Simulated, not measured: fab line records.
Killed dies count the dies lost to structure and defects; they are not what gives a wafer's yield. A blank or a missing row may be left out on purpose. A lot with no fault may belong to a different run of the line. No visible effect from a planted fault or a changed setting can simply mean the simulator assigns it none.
fab line records    flow n5Finfet    part 1 of 2: steps 1 to 19 of 25
record lots=5  wafers=15  lastDay=13
route steps=1938 shown BEOL_M1@778
lots untouched by any fault: they come from a run of this same line in which no faults occurred
startH: hours from the record's opening day to when the first of the lot's shown wafers began    waitH: how many hours have passed since the lot's step before this one    " the same as in the row above    L1.1+2: a single row standing in for several wafers    - no value, or no start was given    * or withheld: withheld    < > ~ a bound
route shown NAME@n: a module of which the file shows steps, and the number in the route of the first    usual: mean and standard deviation over wafers with no fault    same: alike in all rows    chamber/n: place in a boat    sites: readings site by site    _std_site: standard deviation across them    _edge_site: mean of outer sites minus mean of inner sites    radiusMm: how far each site lies from the wafer's centre    mask NAME#n: copy n    behind: the last tool/chamber to shape the wafer    hold: reason for holding the lot/hours on hold/outcome of the hold    device: whichever transistor did not switch (one of n, p or np)    end of line: at the end of the route, the tests of the same wafers    a step with no rows: only its recipe    killed: not the wafer's yield, but the dies lost to structure and defects at the first sort    map: per-die view of a wafer (x killed, . not killed, _ where there is no die)
set.NAME: the setting that was run; set.NAME@STEP: the one run at that earlier step    model.NAME: the simulator's own value behind a step, which no gauge read
lots at selected steps of the route; one table per step, one row per wafer
services: a tool's chamber out of use, with start hour (startH, from the record's first day; less than 0 if before it), hours out, and reason
## steps
# step N5_BEOL_M1_COAT_68
# recipe resist=SiARC  tempC=220  timeS=60  spinRpm=1500  resistThkNm=12
# usual chillPlateTempC=23.00/0.1
lot.wafer  tool           chamber  startH  waitH  chillPlateTempC
L074.1     lithoTrack-05  0        -       -      22.96
L074.2     "              0        "       "      23.03
L074.3     "              0        "       "      23.00
L078.3     lithoTrack-05  0        -       -      23.23
L078.5     "              0        "       "      23.09
L078.6     "              0        "       "      23.02
L079.1     lithoTrack-04  0        -       -      22.76
L079.4     "              0        "       "      22.77
L079.6     "              0        "       "      22.92
L080.2     lithoTrack-05  0        -       -      22.97
L080.3     "              0        "       "      22.90
L080.4     "              0        "       "      23.11
L081.1     lithoTrack-01  0        -       -      23.19
L081.4     "              0        "       "      23.00
L081.6     "              0        "       "      23.04
# step N5_BEOL_M1_COAT_76
# recipe resist=underlayer  tempC=205  timeS=60  spinRpm=1500  resistThkNm=5
# usual chillPlateTempC=23.01/0.12
lot.wafer  tool           chamber  startH  waitH  chillPlateTempC
L074.1     lithoTrack-05  0        -       -      23.16
L074.2     "              0        "       "      22.97
L074.3     "              0        "       "      23.14
L078.3     lithoTrack-05  0        -       -      23.11
L078.5     "              0        "       "      22.94
L078.6     "              0        "       "      23.04
L079.1     lithoTrack-04  0        -       -      23.20
L079.4     "              0        "       "      23.34
L079.6     "              0        "       "      23.21
L080.2     lithoTrack-05  0        -       -      23.13
L080.3     "              0        "       "      23.17
L080.4     "              0        "       "      23.26
L081.1     lithoTrack-01  0        -       -      23.05
L081.4     "              0        "       "      23.04
L081.6     "              0        "       "      22.96
# step N5_BEOL_M1_COAT_22
# recipe resist=CAR-EUV  spinRpm=1500  resistThkNm=30
# usual chillPlateTempC=23.00/0.099
lot.wafer  tool           chamber  startH  waitH  chillPlateTempC
L074.1     lithoTrack-05  0        -       -      23.10
L074.2     "              0        "       "      22.99
L074.3     "              0        "       "      23.11
L078.3     lithoTrack-05  0        -       -      22.84
L078.5     "              0        "       "      23.13
L078.6     "              0        "       "      23.02
L079.1     lithoTrack-04  0        -       -      22.92
L079.4     "              0        "       "      23.27
L079.6     "              0        "       "      23.01
L080.2     lithoTrack-05  0        -       -      22.91
L080.3     "              0        "       "      22.81
L080.4     "              0        "       "      23.02
L081.1     lithoTrack-01  0        -       -      22.96
L081.4     "              0        "       "      22.86
L081.6     "              0        "       "      23.05
# step N5_BEOL_M1_EBR_24
# recipe solvent=PGMEA  ebrWidthMm=1.5
# usual chillPlateTempC=23.01/0.12
lot.wafer  tool           chamber  startH  waitH  chillPlateTempC
L074.1     lithoTrack-05  0        -       -      23.00
L074.2     "              0        "       "      23.00
L074.3     "              0        "       "      23.03
L078.3     lithoTrack-05  0        -       -      22.91
L078.5     "              0        "       "      23.06
L078.6     "              0        "       "      23.05
L079.1     lithoTrack-04  0        -       -      23.05
L079.4     "              0        "       "      23.09
L079.6     "              0        "       "      23.13
L080.2     lithoTrack-05  0        -       -      23.00
L080.3     "              0        "       "      23.03
L080.4     "              0        "       "      22.92
L081.1     lithoTrack-01  0        -       -      23.09
L081.4     "              0        "       "      23.00
L081.6     "              0        "       "      23.09
# step N5_BEOL_M1_SOFTBAKE_23
# recipe tempC=110  timeS=60  resist=CAR-EUV
# usual chillPlateTempC=23.02/0.1
lot.wafer  tool           chamber  startH  waitH  chillPlateTempC
L074.1     lithoTrack-05  0        -       -      23.05
L074.2     "              0        "       "      22.98
L074.3     "              0        "       "      22.87
L078.3     lithoTrack-05  0        -       -      23.14
L078.5     "              0        "       "      22.85
L078.6     "              0        "       "      23.05
L079.1     lithoTrack-04  0        -       -      23.12
L079.4     "              0        "       "      23.18
L079.6     "              0        "       "      23.22
L080.2     lithoTrack-05  0        -       -      23.03
L080.3     "              0        "       "      23.01
L080.4     "              0        "       "      22.88
L081.1     lithoTrack-01  0        -       -      22.97
L081.4     "              0        "       "      23.03
L081.6     "              0        "       "      23.09
# step N5_BEOL_M1_EXPOSE_25
# recipe maskId=V0  na=0.33  sourceShape=quasar  sigmaInner=0.2  sigmaOuter=0.8  polarization=unpolarized  defocusNm=5  targetCdNm=24  doseMj=63
# same na=0.33
lot.wafer   tool           chamber  startH  waitH  mask
L074.1+2+3  euvScanner-01  0        126.82  -      V0#0
L078.3+5+6  euvScanner-01  0        152.26  -      V0#0
L079.1+4+6  euvScanner-01  0        154.10  -      V0#0
L080.2+3+4  euvScanner-01  0        162.52  -      V0#0
L081.1+4+6  euvScanner-02  0        167.80  -      V0#0
# step N5_BEOL_M1_PEB_26
# recipe pebTempC=100  pebTimeS=60  resist=CAR-EUV
# usual chillPlateTempC=23.02/0.097
lot.wafer  tool           chamber  startH  waitH  chillPlateTempC
L074.1     lithoTrack-01  0        126.90  0.1    23.04
L074.2     "              0        "       "      23.12
L074.3     "              0        "       "      23.10
L078.3     lithoTrack-01  0        152.32  0.1    23.05
L078.5     "              0        "       "      22.99
L078.6     "              0        "       "      23.04
L079.1     lithoTrack-04  0        154.18  0.1    23.12
L079.4     "              0        "       "      22.97
L079.6     "              0        "       "      23.10
L080.2     lithoTrack-01  0        162.59  0.1    23.10
L080.3     "              0        "       "      23.15
L080.4     "              0        "       "      22.96
L081.1     lithoTrack-01  0        167.87  0.1    23.00
L081.4     "              0        "       "      22.86
L081.6     "              0        "       "      22.96
# step N5_BEOL_M1_DEVELOP_27
# recipe developTimeS=30  developer=TMAH  resist=CAR-EUV  rinseLiquid=surfactantRinse  dry=airSpin  devTempC=23
# usual chillPlateTempC=23.01/0.11
lot.wafer  tool           chamber  startH  waitH  chillPlateTempC
L074.1     lithoTrack-01  0        -       -      23.05
L074.2     "              0        "       "      22.93
L074.3     "              0        "       "      23.17
L078.3     lithoTrack-01  0        -       -      22.91
L078.5     "              0        "       "      23.04
L078.6     "              0        "       "      22.96
L079.1     lithoTrack-04  0        -       -      23.29
L079.4     "              0        "       "      23.10
L079.6     "              0        "       "      23.22
L080.2     lithoTrack-01  0        -       -      22.96
L080.3     "              0        "       "      23.23
L080.4     "              0        "       "      23.10
L081.1     lithoTrack-01  0        -       -      23.05
L081.4     "              0        "       "      22.88
L081.6     "              0        "       "      22.90
# step N5_BEOL_M1_CD_MEAS_28
# recipe landingEnergyEv=500  detector=seInlens  targetCdYNm=23.3
# usual cdNm=23.95/0.25
lot.wafer  tool      chamber  startH  waitH  cdNm
L074.1     cdSem-01  0        126.96  -      23.99
L074.2     "         0        "       "      23.84
L074.3     "         0        "       "      24.24
L078.3     cdSem-02  0        152.39  -      24.27
L078.5     "         0        "       "      23.84
L078.6     "         0        "       "      24.15
L079.1     cdSem-01  0        154.25  -      23.72
L079.4     "         0        "       "      24.24
L079.6     "         0        "       "      24.35
L080.2     cdSem-03  0        162.65  -      23.70
L080.3     "         0        "       "      24.08
L080.4     "         0        "       "      23.84
L081.1     cdSem-03  0        167.94  -      23.77
L081.4     "         0        "       "      23.62
L081.6     "         0        "       "      24.27
# step N5_BEOL_M1_OVL_MEAS_29
# recipe pointsPerWafer=522
# usual V0_OVL=-0.2/0.56
# same pointsPerWafer=522
lot.wafer  tool        chamber  startH  waitH  V0_OVL[nm]
L074.1     overlay-01  0        126.99  0.0    0.3
L074.2     "           0        "       "      0.3
L074.3     "           0        "       "      -0.2
L078.3     overlay-01  0        152.43  0.0    -0.7
L078.5     "           0        "       "      -1.0
L078.6     "           0        "       "      0.6
L079.1     overlay-02  0        154.28  0.0    0.1
L079.4     "           0        "       "      -0.8
L079.6     "           0        "       "      -1.0
L080.2     overlay-02  0        162.69  0.0    -0.5
L080.3     "           0        "       "      -0.3
L080.4     "           0        "       "      -0.8
L081.1     overlay-02  0        167.97  0.0    -0.3
L081.4     "           0        "       "      0.4
L081.6     "           0        "       "      0.4
# step N5_BEOL_M1_INSPECT_30
# recipe mode=adi  inspectInstrument=brightfield
# usual rawDefectCount=396/110
lot.wafer  tool              chamber  startH  waitH  rawDefectCount
L074.1     defectInspect-02  -        127.05  0.1    330
L074.2     "                 -        "       "      308
L074.3     "                 -        "       "      247
L078.3     defectInspect-02  -        152.48  0.0    278
L078.5     "                 -        "       "      342
L078.6     "                 -        "       "      347
L079.1     defectInspect-01  -        154.34  0.1    408
L079.4     "                 -        "       "      396
L079.6     "                 -        "       "      424
L080.2     defectInspect-02  -        162.74  0.0    664
L080.3     "                 -        "       "      542
L080.4     "                 -        "       "      614
L081.1     defectInspect-01  -        168.03  0.1    414
L081.4     "                 -        "       "      361
L081.6     "                 -        "       "      424
# step N5_BEOL_M1_DESCUM_33
# recipe chemistry=O2  timeS=7  sourcePowerW=50  biasPowerW=20  pressureMtorr=20  rfFrequencyHz=2.712e+07  tempC=40  resist=CAR-EUV  o2FlowSccm=225
# usual drypumpMotorCurrentA=5.5/0.47  oesProductAu=0.80/0.11  rfVppV=243.1/1.4  showerheadPlenumPTorr=2.09/0.078  throttleValvePct=20.3/0.3
lot.wafer  tool        chamber  startH  waitH  drypumpMotorCurrentA  oesProductAu  rfHoursCounterH  rfVppV  showerheadPlenumPTorr  throttleValvePct
L074.1     rieDiel-04  0        127.59  0.5    5.1                   0.72          192              241.7   1.99                   20.3
L074.2     "           2        "       "      6.3                   0.71          202              241.2   2.08                   20.7
L074.3     "           3        "       "      6.1                   0.79          110              241.0   2.03                   20.4
L078.3     rieDiel-05  1        152.55  0.1    5.8                   0.70          229              241.6   1.98                   20.4
L078.5     "           1        "       "      5.8                   0.71          -                241.6   1.98                   20.4
L078.6     "           2        "       "      5.7                   0.67          -                243.2   2.15                   20.1
L079.1     rieDiel-04  3        154.37  0.0    6.1                   0.78          118              241.0   2.03                   20.5
L079.4     "           1        "       "      5.0                   0.73          160              240.2   2.01                   20.4
L079.6     "           1        "       "      5.0                   0.72          -                241.4   2.01                   20.4
L080.2     rieDiel-05  1        162.83  0.1    5.8                   0.70          232              241.1   1.98                   20.4
L080.3     "           3        "       "      5.0                   0.68          244              242.7   2.04                   20.0
L080.4     "           0        "       "      5.5                   0.91          37               243.6   2.13                   19.8
L081.1     rieDiel-04  1        168.07  0.0    5.0                   0.72          165              242.4   2.01                   20.4
L081.4     "           3        "       "      6.0                   0.78          122              242.6   2.02                   20.5
L081.6     "           0        "       "      5.1                   0.71          -                242.2   1.98                   20.3
# step N5_BEOL_M1_ETCH_77
# recipe chemistry=N2/H2  target=underlayer  targetDepthA=65  maskMaterial=CAR-EUV  timeS=5.2  ionEnergyEv=200  pressureMtorr=30  sourceW=840  biasW=150  n2FlowSccm=200  h2FlowSccm=200  ends=cleared
# usual drypumpMotorCurrentA=5.5/0.47  etchRfOnTimeS=5.18/0.16  oesProductAu=0.68/0.093  rfVppV=523.7/2.9  showerheadPlenumPTorr=2.53/0.092  throttleValvePct=17.7/0.35
lot.wafer  tool        chamber  startH  waitH  drypumpMotorCurrentA  etchRfOnTimeS  oesProductAu  rfHoursCounterH  rfVppV  showerheadPlenumPTorr  throttleValvePct
L074.1     rieDiel-04  0        127.62  0.0    5.1                   5.12           0.62          192              519.0   2.42                   17.7
L074.2     "           2        "       "      6.3                   5.07           0.62          202              523.9   2.53                   18.2
L074.3     "           3        "       "      6.1                   5.21           0.67          110              523.3   2.45                   17.8
L078.3     rieDiel-05  1        152.59  0.0    5.8                   5.51           0.59          229              520.2   2.42                   18.0
L078.5     "           1        "       "      5.8                   5.54           0.59          -                519.1   2.42                   18.0
L078.6     "           2        "       "      5.7                   5.19           0.57          -                525.2   2.61                   17.4
L079.1     rieDiel-04  3        154.41  0.0    6.1                   5.18           0.66          118              520.4   2.45                   17.8
L079.4     "           1        "       "      5.0                   5.19           0.61          160              522.2   2.43                   17.8
L079.6     "           1        "       "      5.0                   5.21           0.61          -                520.7   2.43                   17.9
L080.2     rieDiel-05  1        162.87  0.0    5.8                   5.53           0.58          232              519.8   2.42                   18.1
L080.3     "           3        "       "      5.0                   5.16           0.59          244              524.2   2.49                   17.6
L080.4     "           0        "       "      5.5                   5.13           0.77          37               526.4   2.57                   17.1
L081.1     rieDiel-04  1        168.10  0.0    5.0                   5.23           0.61          165              519.1   2.42                   17.9
L081.4     "           3        "       "      6.0                   5.21           0.67          122              520.3   2.45                   17.8
L081.6     "           0        "       "      5.1                   5.13           0.61          -                521.4   2.41                   17.7
# step N5_BEOL_M1_ETCH_69
# recipe chemistry=CF4  target=SiARC  targetDepthA=156  maskMaterial=CAR-EUV  timeS=26  ionEnergyEv=80  pressureMtorr=40  sourceW=545  biasW=36  Ar_flow_sccm=100  cf4FlowSccm=100  ends=cleared
# usual drypumpMotorCurrentA=5.5/0.46  etchRfOnTimeS=25.8/0.77  oesProductAu=0.68/0.092  rfVppV=184.0/1.2  showerheadPlenumPTorr=2.13/0.075  throttleValvePct=15.45/0.26
lot.wafer  tool        chamber  startH  waitH  drypumpMotorCurrentA  etchRfOnTimeS  oesProductAu  rfHoursCounterH  rfVppV  showerheadPlenumPTorr  throttleValvePct
L074.1     rieDiel-04  0        127.64  0.0    5.1                   25.2           0.63          192              182.2   2.04                   15.50
L074.2     "           2        "       "      6.3                   24.6           0.63          202              183.7   2.12                   15.89
L074.3     "           3        "       "      6.1                   25.2           0.69          110              183.1   2.07                   15.61
L078.3     rieDiel-05  1        152.60  0.0    5.8                   27.3           0.59          229              183.2   2.03                   15.55
L078.5     "           1        "       "      5.8                   27.4           0.58          -                182.8   2.03                   15.54
L078.6     "           2        "       "      5.7                   25.8           0.58          -                185.8   2.21                   15.46
L079.1     rieDiel-04  3        154.42  0.0    6.1                   25.8           0.67          118              183.2   2.07                   15.63
L079.4     "           1        "       "      5.0                   25.8           0.63          160              183.9   2.06                   15.60
L079.6     "           1        "       "      5.0                   26.1           0.62          -                183.3   2.06                   15.61
L080.2     rieDiel-05  1        162.89  0.0    5.8                   27.5           0.58          232              182.2   2.02                   15.57
L080.3     "           3        "       "      5.0                   25.2           0.59          244              185.0   2.10                   15.40
L080.4     "           0        "       "      5.5                   25.4           0.78          37               184.6   2.18                   15.06
L081.1     rieDiel-04  1        168.12  0.0    5.0                   26.2           0.62          165              181.3   2.05                   15.63
L081.4     "           3        "       "      6.1                   25.5           0.66          122              183.4   2.07                   15.65
L081.6     "           0        "       "      5.1                   25.9           0.60          -                182.9   2.03                   15.52
# step N5_BEOL_M1_ALD_98
# recipe material=SiO2  targetThkA=25  tempC=100  aldPrecursorFamily=BDEAS  aldCoReactant=O2-plasma  pulseTimeS=1  coReactantPulseTimeS=1  purgeTimeS=2  coReactantPurgeTimeS=2  aldCycles=17  pressureTorr=2
# usual heaterPowerW=79/5.8  precursorPulseHeightRel=1.002/0.021
# same coReactantPulseTimeS=1
lot.wafer  tool       chamber  startH  waitH  heaterPowerW  precursorPulseHeightRel
L074.1     aldSin-02  2        128.03  0.4    77            1.055
L074.2     "          1        "       "      79            0.968
L074.3     "          0        "       "      73            0.996
L078.3     aldSin-01  0        152.69  0.1    80            0.983
L078.5     "          1        "       "      76            0.983
L078.6     "          2        "       "      87            0.983
L079.1     aldSin-04  2        154.50  0.1    72            0.965
L079.4     "          1        "       "      82            0.998
L079.6     "          1        "       "      82            1.015
L080.2     aldSin-04  0        163.91  1.0    89            0.987
L080.3     "          2        "       "      72            1.033
L080.4     "          1        "       "      81            0.991
L081.1     aldSin-01  0        168.22  0.1    80            0.972
L081.4     "          3        "       "      87            0.989
L081.6     "          1        "       "      75            1.005
# step N5_BEOL_M1_ETCHBACK_99
# recipe chemistry=CHF3  target=SiO2  targetDepthA=50  timeS=10.4  sourceW=215  biasW=47  Ar_flow_sccm=200  CHF3_flow_sccm=12  ionEnergyEv=100  pressureMtorr=30
# usual drypumpMotorCurrentA=5.6/0.53  oesProductAu=0.78/0.1  rfVppV=237/4.6  showerheadPlenumPTorr=2.13/0.074  throttleValvePct=16.99/0.22
lot.wafer  tool        chamber  startH  waitH  drypumpMotorCurrentA  oesProductAu  rfHoursCounterH  rfVppV  showerheadPlenumPTorr  throttleValvePct
L074.1     rieDiel-03  0        128.16  0.1    5.7                   0.70          225              234     2.12                   17.22
L074.2     "           1        "       "      4.9                   0.90          26               244     2.27                   17.11
L074.3     "           3        "       "      5.4                   0.69          240              236     2.12                   17.39
L078.3     rieDiel-05  2        157.04  4.3    5.7                   0.68          229              240     2.22                   16.83
L078.5     "           3        "       "      5.0                   0.69          -                232     2.11                   16.83
L078.6     "           0        "       "      5.5                   0.90          -                239     2.19                   16.54
L079.1     rieDiel-04  2        157.51  3.0    6.3                   0.72          212              232     2.12                   17.26
L079.4     "           0        "       "      5.1                   0.72          202              245     2.04                   16.94
L079.6     "           2        "       "      6.3                   0.71          -                231     2.12                   17.26
L080.2     rieDiel-05  1        164.02  0.1    5.8                   0.69          233              239     2.04                   17.09
L080.3     "           3        "       "      5.0                   0.68          245              232     2.11                   16.83
L080.4     "           2        "       "      5.7                   0.67          232              239     2.21                   16.83
L081.1     rieDiel-03  1        168.40  0.1    4.9                   0.87          40               242     2.27                   17.17
L081.4     "           0        "       "      5.7                   0.69          -                235     2.11                   17.22
L081.6     "           2        "       "      6.6                   0.76          -                242     2.23                   16.94
# step N5_BEOL_M1_ETCH_70
# recipe chemistry=N2/H2  target=SOC  targetDepthA=800  overetchA=160  maskMaterial=SiARC  tempC=40  timeS=120  ionEnergyEv=200  pressureMtorr=30  sourceW=840  biasW=150  n2FlowSccm=200  h2FlowSccm=200
# usual drypumpMotorCurrentA=5.6/0.52  oesProductAu=0.59/0.07  rfVppV=523.3/2.6  showerheadPlenumPTorr=2.52/0.089  throttleValvePct=17.7/0.32
lot.wafer  tool        chamber  startH  waitH  drypumpMotorCurrentA  oesProductAu  rfHoursCounterH  rfVppV  showerheadPlenumPTorr  throttleValvePct
L074.1     rieDiel-03  0        128.20  0.0    5.6                   0.53          225              523.9   2.50                   18.0
L074.2     "           1        "       "      4.9                   0.69          26               529.5   2.71                   18.1
L074.3     "           3        "       "      5.4                   0.54          240              522.8   2.50                   18.2
L078.3     rieDiel-05  2        157.08  0.0    5.7                   0.51          229              526.0   2.61                   17.4
L078.5     "           3        "       "      5.0                   0.53          -                524.4   2.50                   17.5
L078.6     "           0        "       "      5.5                   0.69          -                525.2   2.57                   17.1
L079.1     rieDiel-04  2        157.55  0.0    6.3                   0.54          212              522.6   2.52                   18.2
L079.4     "           0        "       "      5.1                   0.55          202              520.9   2.41                   17.7
L079.6     "           2        "       "      6.3                   0.55          -                522.7   2.52                   18.2
L080.2     rieDiel-05  1        164.06  0.0    5.8                   0.54          233              520.1   2.42                   18.0
L080.3     "           3        "       "      5.0                   0.52          245              522.9   2.50                   17.6
L080.4     "           2        "       "      5.7                   0.52          232              524.9   2.60                   17.4
L081.1     rieDiel-03  1        168.44  0.0    4.9                   0.66          40               527.1   2.70                   18.1
L081.4     "           0        "       "      5.7                   0.53          -                523.3   2.49                   18.0
L081.6     "           2        "       "      6.6                   0.59          -                526.8   2.63                   17.6
# step N5_BEOL_M1_STRIP_71
# recipe chemistry=N2/H2  tempC=40  n2FlowSccm=200  h2FlowSccm=200  rfFrequencyHz=6e+07
lot.wafer   tool        chamber  startH  waitH
L074.1+2+3  rieDiel-03  0,1,3    128.28  0.0
L078.3+5+6  rieDiel-05  2,3,0    157.16  0.0
L079.1+4+6  rieDiel-04  2,0,2    157.63  0.0
L080.2+3+4  rieDiel-05  1,3,2    164.14  0.0
L081.1+4+6  rieDiel-03  1,0,2    168.52  0.0
# step N5_BEOL_M1_STRIP_78
# recipe chemistry=N2/H2  tempC=40  n2FlowSccm=200  h2FlowSccm=200  rfFrequencyHz=6e+07
lot.wafer   tool        chamber  startH  waitH
L074.1+2+3  rieDiel-03  0,1,3    128.29  0.0
L078.3+5+6  rieDiel-05  2,3,0    157.17  0.0
L079.1+4+6  rieDiel-04  2,0,2    157.64  0.0
L080.2+3+4  rieDiel-05  1,3,2    164.15  0.0
L081.1+4+6  rieDiel-03  1,0,2    168.53  0.0
